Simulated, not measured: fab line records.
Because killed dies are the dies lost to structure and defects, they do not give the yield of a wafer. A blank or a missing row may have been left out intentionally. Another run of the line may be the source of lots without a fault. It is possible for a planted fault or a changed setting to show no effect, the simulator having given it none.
fab line records    flow n5Finfet
[record] lots = 6  wafers = 16  lastDay = 18
route steps=1938 shown BEOL_M14@1722 PASSIVATION@1936
lots that met no fault: from a run of the same line without faults
startH: hours from the record's first day to the start of the lot's first wafer shown    waitH: time in hours since the lot's previous step    " same as the row above    L1.1+2: a single row standing in for several wafers    - no value, or no start given    * or withheld: withheld    < > ~ a bound
route shown NAME@n: a module of which the file shows steps, and the number in the route of the first    usual: mean/standard deviation of fault-free wafers    same: alike in all rows    chamber/n: place in a boat    sites: each site's reading    _std_site: standard deviation across them    _edge_site: the outer-site mean with the inner-site mean subtracted    radiusMm: how far each site lies from the wafer's centre    mask NAME#n: copy n    behind: tool/chamber where the wafer was last shaped    hold: cause of the lot's hold/its duration in hours/its outcome    device: the transistor (n, p or np) that didn't switch    end of line: the same wafers' tests at the end of the route    where a step has no rows: the recipe by itself    killed: the dies lost at the first sort to structure and to defects; this is not the yield of the wafer    map: a wafer's dies, marking killed ones x, the rest . and places with no die _
set.NAME: the setting that was run; set.NAME@STEP: the one run at that earlier step    model.NAME: the simulator's own value behind a step, which no gauge read
a table for each step, a row for each wafer; lots at some steps of the route
services: the hour from which a tool's chamber was out of use, counted from the record's first day as startH (under 0 if before that day), plus the number of hours and why
[[steps]]
[step N5_BEOL_M14_EXPOSE_07]
[recipe] maskId = V13  na = 0.8  sourceShape = annular  sigmaInner = 0.5  sigmaOuter = 0.8  polarization = unpolarized  attpsmPhaseDeg = 180  doseMj = 57
[step N5_BEOL_M14_PEB_08]
[recipe] pebTempC = 130  pebTimeS = 90
[step N5_BEOL_M14_DEVELOP_09]
[recipe] developTimeS = 45  rinseLiquid = diw  dry = airSpin  devTempC = 21
[step N5_BEOL_M14_HARDBAKE_14]
[recipe] tempC = 130  timeS = 120
[step N5_BEOL_M14_CD_MEAS_10]
[recipe] targetCdNm = 250  landingEnergyEv = 500  detector = seInlens  polarity = opening
[usual] cdNm = 250.1/2.3
lot.wafer  tool      chamber  startH  waitH  cdNm
L671.1     cdSem-02  0        296.12  -      251.7
L671.4     "         0        "       "      249.2
L671.6     "         0        "       "      247.5
L673.1     cdSem-02  0        316.44  -      246.8
L673.2     "         0        "       "      252.2
L673.6     "         0        "       "      248.9
L677.3     cdSem-01  0        350.32  -      251.8
L677.5     "         0        "       "      254.7
L677.6     "         0        "       "      245.1
L680.3     cdSem-03  0        363.22  -      251.4
L680.4     "         0        "       "      248.1
L680.5     "         0        "       "      250.4
L679.1     cdSem-03  0        379.25  -      247.5
L679.5     "         0        "       "      247.6
L684.1     cdSem-01  0        401.86  -      249.1
L684.4     "         0        "       "      248.4
[step N5_BEOL_M14_OVL_MEAS_11]
[recipe] pointsPerWafer = 44
[usual] V13_OVL = -1/5.1
lot.wafer  tool        chamber  startH  waitH  V13_OVL[nm]
L671.1     overlay-02  0        296.16  0.0    2
L671.4     "           0        "       "      -5
L671.6     "           0        "       "      -5
L673.1     overlay-02  0        316.47  0.0    2
L673.2     "           0        "       "      8
L673.6     "           0        "       "      -3
L677.3     overlay-02  0        350.35  0.0    -2
L677.5     "           0        "       "      -5
L677.6     "           0        "       "      2
L680.3     overlay-02  0        363.25  0.0    3
L680.4     "           0        "       "      2
L680.5     "           0        "       "      1
L679.1     overlay-02  0        379.28  0.0    3
L679.5     "           0        "       "      2
L684.1     overlay-02  0        401.89  0.0    -10
L684.4     "           0        "       "      -7
[step N5_BEOL_M14_INSPECT_12]
[recipe] mode = adi  inspectInstrument = macro
[usual] rawDefectCount = 2.2/1.4
lot.wafer  tool              chamber  startH  waitH  rawDefectCount
L671.1     defectInspect-01  -        296.18  0.0    3
L671.4     "                 -        "       "      3
L671.6     "                 -        "       "      3
L673.1     defectInspect-01  -        316.49  0.0    2
L673.2     "                 -        "       "      1
L673.6     "                 -        "       "      2
L677.3     defectInspect-02  -        350.37  0.0    3
L677.5     "                 -        "       "      6
L677.6     "                 -        "       "      1
L680.3     defectInspect-01  -        363.27  0.0    1
L680.4     "                 -        "       "      0
L680.5     "                 -        "       "      2
L679.1     defectInspect-02  -        379.30  0.0    4
L679.5     "                 -        "       "      4
L684.1     defectInspect-02  -        401.91  0.0    0
L684.4     "                 -        "       "      3
[step N5_BEOL_M14_DESCUM_15]
[recipe] chemistry = O2  timeS = 7.9  sourcePowerW = 50  biasPowerW = 20  pressureMtorr = 20  rfFrequencyHz = 2.712e+07  tempC = 40  o2FlowSccm = 225
[usual] chamberPressureMTorr = 20.002/0.019  drypumpMotorCurrentA = 5.6/0.56  oesProductAu = 0.78/0.091  rfFwdPowerW = 49.48/0.16  rfVppV = 242.9/1.2  showerheadPlenumPTorr = 2.07/0.066  tempC = 39.99/0.11  throttleValvePct = 20.40/0.28
lot.wafer  tool        chamber  startH  waitH  chamberPressureMTorr  drypumpMotorCurrentA  oesProductAu  rfFwdPowerW  rfHoursCounterH  rfVppV  showerheadPlenumPTorr  tempC  throttleValvePct
L671.1     rieDiel-02  2        296.21  0.0    20.001                5.1                   0.66          49.37        240              243.8   2.15                   39.98  20.67
L671.4     "           2        "       "      19.982                5.1                   0.67          49.44        -                243.2   2.15                   39.86  20.68
L671.6     "           1        "       "      20.000                5.8                   0.72          49.49        -                243.5   2.11                   39.88  20.89
L673.1     rieDiel-02  1        316.53  0.0    20.013                5.8                   0.71          49.71        188              241.3   2.10                   40.09  20.89
L673.2     "           0        "       "      20.028                6.2                   0.93          49.71        8                244.7   2.16                   40.27  20.77
L673.6     "           0        "       "      20.010                6.2                   0.93          49.57        -                244.8   2.16                   40.08  20.76
L677.3     rieDiel-05  2        350.41  0.0    20.007                5.9                   0.78          49.58        119              240.1   2.02                   40.13  20.34
L677.5     "           2        "       "      20.010                5.9                   0.77          49.70        -                241.2   2.02                   40.14  20.32
L677.6     "           0        "       "      19.977                6.3                   0.75          49.35        -                240.3   1.96                   39.90  20.17
L680.3     rieDiel-05  0        363.30  0.0    20.000                6.3                   0.74          49.26        197              241.1   1.96                   39.74  20.17
L680.4     "           2        "       "      19.986                5.9                   0.77          49.56        -                241.6   2.02                   40.11  20.34
L680.5     "           1        "       "      20.010                4.9                   0.66          49.27        -                242.6   2.06                   40.01  20.29
L679.1     rieDiel-05  0        379.33  0.0    20.008                6.3                   0.73          49.24        203              242.4   1.95                   40.15  20.20
L679.5     "           1        "       "      20.011                4.9                   0.66          49.34        -                242.2   2.06                   39.94  20.29
L684.1     rieDiel-02  1        403.16  1.2    19.993                5.7                   0.69          49.83        219              243.6   2.09                   39.98  20.93
L684.4     "           2        "       "      20.001                5.1                   0.94          49.42        -                244.3   2.14                   39.99  20.27
[step N5_BEOL_M14_ETCH_59]
[recipe] chemistry = N2/H2  target = BARC  targetDepthA = 890  overetchA = 267  timeS = 67.9  ionEnergyEv = 200  pressureMtorr = 30  sourceW = 840  biasW = 150  n2FlowSccm = 200  h2FlowSccm = 200
[usual] chamberPressureMTorr = 30.000/0.026  drypumpMotorCurrentA = 5.6/0.55  oesProductAu = 0.66/0.075  rfFwdPowerW = 834.3/2.7  rfVppV = 523.2/2  showerheadPlenumPTorr = 2.52/0.077  throttleValvePct = 17.85/0.28
lot.wafer  tool        chamber  startH  waitH  chamberPressureMTorr  drypumpMotorCurrentA  oesProductAu  rfFwdPowerW  rfHoursCounterH  rfVppV  showerheadPlenumPTorr  throttleValvePct
L671.1     rieDiel-02  2        296.27  0.0    29.965                5.1                   0.58          831.3        240              525.1   2.64                   18.42
L671.4     "           2        "       "      30.035                5.1                   0.58          836.1        -                525.9   2.64                   18.46
L671.6     "           1        "       "      29.995                5.8                   0.63          836.1        -                523.2   2.54                   18.35
L673.1     rieDiel-02  1        316.56  0.0    29.989                5.7                   0.62          835.3        188              522.7   2.54                   18.35
L673.2     "           0        "       "      30.016                6.2                   0.81          835.7        8                525.5   2.60                   17.95
L673.6     "           0        "       "      30.004                6.2                   0.81          837.9        -                524.5   2.60                   17.98
L677.3     rieDiel-05  2        350.44  0.0    30.019                5.9                   0.67          835.8        119              522.3   2.44                   17.63
L677.5     "           2        "       "      29.991                5.9                   0.67          833.7        -                521.3   2.45                   17.63
L677.6     "           0        "       "      30.000                6.3                   0.62          832.8        -                521.1   2.39                   17.66
L680.3     rieDiel-05  0        363.34  0.0    29.998                6.3                   0.63          832.1        197              521.6   2.39                   17.68
L680.4     "           2        "       "      30.005                5.9                   0.67          836.2        -                521.8   2.44                   17.64
L680.5     "           1        "       "      30.024                4.9                   0.57          836.4        -                521.5   2.50                   17.83
L679.1     rieDiel-05  0        379.39  0.0    29.999                6.3                   0.62          827.8        203              519.6   2.39                   17.69
L679.5     "           1        "       "      30.003                4.9                   0.56          837.9        -                523.0   2.50                   17.85
L684.1     rieDiel-02  1        403.19  0.0    29.980                5.7                   0.60          834.9        219              522.7   2.53                   18.43
L684.4     "           2        "       "      29.998                5.1                   0.81          836.3        -                525.4   2.63                   18.01
[step N5_BEOL_M14_VIA_ETCH_16]
[recipe] chemistry = C4F8/O2/Ar  target = SiO2  heInnerTorr = 15  heOuterTorr = 30  targetDepthA = 12313  timeS = withheld  ionEnergyEv = 800  pressureMtorr = 20  sourceW = 1905  biasW = 2040  Ar_flow_sccm = 400  C4F8_flow_sccm = 16  O2_flow_sccm = 12  ends = cleared
[usual] chamberPressureMTorr = 20.003/0.018  drypumpMotorCurrentA = 5.6/0.55  oesProductAu = 0.70/0.085  rfFwdPowerW = 1900/5.7  rfVppV = 2185/46  showerheadPlenumPTorr = 3.42/0.077  throttleValvePct = 30.87/0.27
lot.wafer  tool        chamber  startH  waitH  chamberPressureMTorr  drypumpMotorCurrentA  oesProductAu  rfFwdPowerW  rfVppV  showerheadPlenumPTorr  throttleValvePct
L671.1     rieDiel-02  2        296.34  0.1    19.981                5.1                   0.62          1895         2197    3.53                   31.10
L671.4     "           2        "       "      20.008                5.1                   0.62          1899         2198    3.53                   31.12
L671.6     "           1        "       "      20.003                5.7                   0.66          1907         2220    3.44                   31.27
L673.1     rieDiel-02  1        316.61  0.0    20.012                5.8                   0.65          1899         2219    3.43                   31.26
L673.2     "           0        "       "      20.011                6.2                   0.84          1899         2274    3.52                   31.26
L673.6     "           0        "       "      19.963                6.2                   0.84          1898         2273    3.52                   31.27
L677.3     rieDiel-05  2        350.49  0.0    19.980                5.9                   0.70          1891         2113    3.33                   30.78
L677.5     "           2        "       "      20.032                5.9                   0.70          1904         2112    3.33                   30.75
L677.6     "           0        "       "      19.974                6.3                   0.66          1893         2149    3.30                   30.89
L680.3     rieDiel-05  0        363.39  0.0    19.991                6.3                   0.66          1896         2147    3.30                   30.89
L680.4     "           2        "       "      19.975                6.0                   0.70          1896         2111    3.33                   30.76
L680.5     "           1        "       "      20.006                4.9                   0.59          1905         2176    3.42                   30.80
L679.1     rieDiel-05  0        379.46  0.1    19.983                6.3                   0.65          1894         2146    3.30                   30.89
L679.5     "           1        "       "      20.021                4.9                   0.59          1906         2176    3.42                   30.80
L684.1     rieDiel-02  1        403.24  0.0    19.997                5.8                   0.62          1899         2219    3.41                   31.28
L684.4     "           2        "       "      19.989                5.1                   0.88          1901         2194    3.51                   30.80
[step N5_BEOL_M14_STRIP_63]
[recipe] chemistry = O2  powerW = 600  tempC = 60  pressureMtorr = 30  rfFrequencyHz = 6e+07  biasPowerW = 0  overashFraction = 0.3  o2FlowSccm = 225
[usual] chamberPressureMTorr = 30.00/0.05  drypumpMotorCurrentA = 5.6/0.55  oesProductAu = 0.78/0.09  rfVppV = 3.8/0.91  showerheadPlenumPTorr = 2.08/0.066  tempC = 59.99/0.11  throttleValvePct = 16.66/0.24
[same] biasPowerW = 0
lot.wafer  tool        chamber  startH  waitH  chamberPressureMTorr  drypumpMotorCurrentA  oesProductAu  rfHoursCounterH  rfVppV  showerheadPlenumPTorr  tempC  throttleValvePct
L671.1     rieDiel-02  2        -       -      29.99                 5.1                   0.66          240              3.7     2.16                   60.19  16.92
L671.4     "           2        "       "      30.00                 5.1                   0.67          -                4.2     2.16                   59.93  16.96
L671.6     "           1        "       "      30.00                 5.7                   0.71          -                4.7     2.11                   60.06  17.11
L673.1     rieDiel-02  1        -       -      29.95                 5.8                   0.72          188              2.3     2.11                   59.94  17.13
L673.2     "           0        "       "      30.07                 6.2                   0.93          8                4.3     2.17                   59.85  16.89
L673.6     "           0        "       "      30.00                 6.1                   0.93          -                3.5     2.17                   59.94  16.85
L677.3     rieDiel-05  2        -       -      30.01                 5.9                   0.79          119              5.9     2.03                   60.05  16.60
L677.5     "           2        "       "      30.06                 5.9                   0.78          -                3.9     2.03                   59.86  16.58
L677.6     "           0        "       "      30.04                 6.3                   0.74          -                4.2     1.96                   60.12  16.52
L680.3     rieDiel-05  0        -       -      29.94                 6.3                   0.73          197              2.8     1.96                   60.03  16.52
L680.4     "           2        "       "      29.93                 5.9                   0.76          -                4.6     2.02                   59.95  16.58
L680.5     "           1        "       "      29.98                 4.9                   0.67          -                4.0     2.06                   59.97  16.62
L679.1     rieDiel-05  0        -       -      30.10                 6.3                   0.72          204              4.2     1.96                   60.09  16.55
L679.5     "           1        "       "      30.02                 4.9                   0.66          -                3.5     2.06                   60.07  16.71
L684.1     rieDiel-02  1        -       -      30.04                 5.7                   0.69          219              2.4     2.10                   60.00  17.17
L684.4     "           2        "       "      30.00                 5.1                   0.93          -                3.6     2.15                   60.06  16.50
[step N5_BEOL_M14_STRIP_64]
[recipe] chemistry = O2  powerW = 600  tempC = 60  pressureMtorr = 30  rfFrequencyHz = 6e+07  biasPowerW = 0  overashFraction = 0.3  o2FlowSccm = 225
[usual] chamberPressureMTorr = 30.003/0.025  drypumpMotorCurrentA = 5.6/0.55  oesProductAu = 0.78/0.091  rfVppV = 3.7/0.51  showerheadPlenumPTorr = 2.08/0.066  tempC = 60.01/0.12  throttleValvePct = 16.66/0.24
[same] biasPowerW = 0
lot.wafer  tool        chamber  startH  waitH  chamberPressureMTorr  drypumpMotorCurrentA  oesProductAu  rfHoursCounterH  rfVppV  showerheadPlenumPTorr  tempC  throttleValvePct
L671.1     rieDiel-02  2        -       -      29.995                5.1                   0.66          240              3.9     2.16                   59.97  16.95
L671.4     "           2        "       "      30.020                5.1                   0.66          -                3.1     2.16                   59.81  16.93
L671.6     "           1        "       "      30.006                5.7                   0.72          -                3.4     2.11                   59.75  17.10
L673.1     rieDiel-02  1        -       -      30.006                5.8                   0.72          188              3.6     2.11                   60.11  17.11
L673.2     "           0        "       "      29.987                6.2                   0.93          8                3.4     2.17                   60.11  16.86
L673.6     "           0        "       "      29.980                6.2                   0.93          -                3.2     2.17                   60.01  16.86
L677.3     rieDiel-05  2        -       -      29.987                5.9                   0.78          119              3.2     2.03                   60.09  16.59
L677.5     "           2        "       "      30.027                5.9                   0.78          -                3.4     2.03                   59.88  16.57
L677.6     "           0        "       "      30.051                6.3                   0.74          -                3.6     1.96                   60.05  16.53
L680.3     rieDiel-05  0        -       -      29.985                6.3                   0.74          197              4.8     1.96                   59.85  16.56
L680.4     "           2        "       "      30.017                5.9                   0.78          -                4.4     2.03                   59.98  16.59
L680.5     "           1        "       "      29.995                4.9                   0.66          -                2.9     2.06                   60.08  16.65
L679.1     rieDiel-05  0        -       -      29.971                6.3                   0.73          204              3.1     1.96                   60.15  16.55
L679.5     "           1        "       "      29.996                4.9                   0.66          -                3.6     2.06                   59.90  16.66
L684.1     rieDiel-02  1        -       -      30.014                5.8                   0.70          219              3.8     2.10                   60.11  17.17
L684.4     "           2        "       "      29.992                5.1                   0.94          -                4.9     2.15                   59.70  16.49
[step N5_BEOL_M14_STRIP_71]
[recipe] chemistry = postEtchResidueRemover  timeS = 60  tempC = 25  removerPh = withheld  removerWaterWtPct = withheld  removerFluorideWtPct = withheld
[usual] runLengthS = 67.8/2.7  tempC = 24.98/0.11
lot.wafer  tool         chamber  startH  waitH  runLengthS  tempC
L671.1     wetBench-04  1        296.76  -      67.3        24.96
L671.4     "            0        "       "      65.1        25.17
L671.6     "            2        "       "      66.8        25.06
L673.1     wetBench-06  1        316.90  -      67.2        25.08
L673.2     "            0        "       "      67.4        24.93
L673.6     "            5        "       "      65.9        25.06
L677.3     wetBench-02  7        350.78  -      -           -
L677.5     "            1        "       "      -           -
L677.6     "            0        "       "      -           -
L680.3     wetBench-06  5        363.68  -      -           -
L680.4     "            6        "       "      -           -
L680.5     "            3        "       "      -           -
L679.1     wetBench-04  5        379.88  -      66.0        25.00
L679.5     "            1        "       "      67.0        24.98
L684.1     wetBench-06  7        403.53  -      65.5        24.98
L684.4     "            5        "       "      66.5        25.12
[step N5_BEOL_M14_SRD_72]
[recipe] timeS = 30  tempC = 23  rinseLiquid = diw  dry = n2Spin  spinRpm = 1500  dryTimeS = 30
[step N5_PASSIVATION_PROBE_49]
[usual] defectLimitedYield = 91.3/1.4  killed_at_M0_to_M3 = 36/10  killed_at_M4_up = 13/5.4  killedAtContacts = 12/5.3  killedAtFrontEnd = 39/10  killedAtOther = 3.2/2.7  killedDies = 103/16  killedOpen = 68/13  killedShort = 33/6.6  sort_bin_4_leakage = 0.01/0.031  sort_bin_5_function = 5.1/0.92  sort_bin_6_memory = 3.3/0.68  sort_bin_8_speed = 0.1/0.41  sortNPass = 1077/17  sortYieldPct = 91.2/1.4
[same] grossDies = 1180  killedAtBackSide = 0
lot.wafer  tool       chamber  startH  waitH  defectLimitedYield[%]  killed_at_M0_to_M3  killed_at_M4_up  killedAtContacts  killedAtFrontEnd  killedAtOther  killedDies  killedOpen  killedShort  sort_bin_4_leakage[%]  sort_bin_5_function[%]  sort_bin_6_memory[%]  sort_bin_8_speed[%]  sortNPass  sortYieldPct[%]
L673.1     prober-02  -        345.42  0.0    91.4                   20                  5                13                62                1              101         78          21           0                      4.9                     3.6                   0                    1079       91.4
L673.2     prober-02  -        345.47  0.1    91.5                   31                  12               6                 50                1              100         59          38           0                      5.0                     3.2                   0                    1080       91.5
L684.1     prober-01  -        429.92  0.0    91.8                   33                  16               9                 34                5              97          63          32           0                      4.6                     3.3                   0                    1083       91.8
L684.4     prober-01  -        430.07  0.2    89.7                   39                  22               12                46                2              121         80          36           0                      6.4                     3.4                   0                    1059       89.7
// killed by level:class
L673.1 STI_FIN_REVEAL:geometricParticle:open=32 MOL_CONTACT_COAG:geometricParticle:open=11 STARTING-WAFER:geometricParticle:open=7 FIN_SAQP:geometricParticle:open=6 BEOL_M0_SAQP:geometricParticle:short=4 BEOL_M1:geometricParticle:open=4 BEOL_M2:geometricParticle:open=4 STI_FIN_REVEAL:geometricParticle:short=3
L673.2 STI_FIN_REVEAL:geometricParticle:open=13 BEOL_M0_SAQP:geometricParticle:short=9 FIN_SAQP:geometricParticle:open=8 FIN_SAQP:geometricParticle:short=6 STARTING-WAFER:geometricParticle:open=6 MOL_CONTACT_COAG:geometricParticle:open=5 BEOL_M0_SAQP:geometricParticle:open=5 BEOL_M1:geometricParticle:short=5
L684.1 BEOL_M2:geometricParticle:open=10 BEOL_M4:geometricParticle:open=10 MOL_CONTACT_COAG:geometricParticle:open=8 BEOL_M0_SAQP:geometricParticle:short=8 FIN_SAQP:geometricParticle:open=7 FIN_SAQP:geometricParticle:short=6 STI_FIN_REVEAL:geometricParticle:open=6 STARTING-WAFER:geometricParticle:short=6
L684.4 BEOL_M4:geometricParticle:open=14 BEOL_M0_SAQP:geometricParticle:open=11 MOL_CONTACT_COAG:geometricParticle:open=10 BEOL_M0_SAQP:geometricParticle:short=8 STI_FIN_REVEAL:geometricParticle:open=7 BEOL_M1:geometricParticle:open=7 GATE_CUT:geometricParticle:short=5 FIN_SAQP:geometricParticle:open=4
[[services]]
tool        chamber  startH  hours  kind
rieDiel-02  0        281.47  -      clean
rieDiel-02  0        281.47  -      consumableReplace:focusRing
rieDiel-02  0        281.47  15.5   scheduledDown
rieDiel-02  0        281.47  15.5   ventCycle
rieDiel-02  3        287.60  16.7   repair
rieDiel-02  2        321.25  -      clean
rieDiel-02  2        321.25  -      consumableReplace:focusRing
rieDiel-02  2        321.25  26.4   scheduledDown
rieDiel-02  2        321.25  26.4   ventCycle
rieDiel-02  1        334.26  5.1    repair
rieDiel-05  2        374.65  24.2   repair
rieDiel-05  2        401.37  11.0   repair
rieDiel-02  3        401.91  5.7    repair
[[key]]
[firstSign] step = N5_BEOL_M14_STRIP_71  reading = toolRecord  direction = missing
effect none on later readings
metAt N5_BEOL_M14_STRIP_71
struckWafers L677.3,L677.5,L677.6,L680.3,L680.4,L680.5
onsetBetween 316.90 350.78
[fault] kind = skippedStepWhole  tool = wetBench-02,wetBench-06  chamber = -  onsetH = 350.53  steps = N5_BEOL_M14_STRIP_71  scope = struckLotsOnly
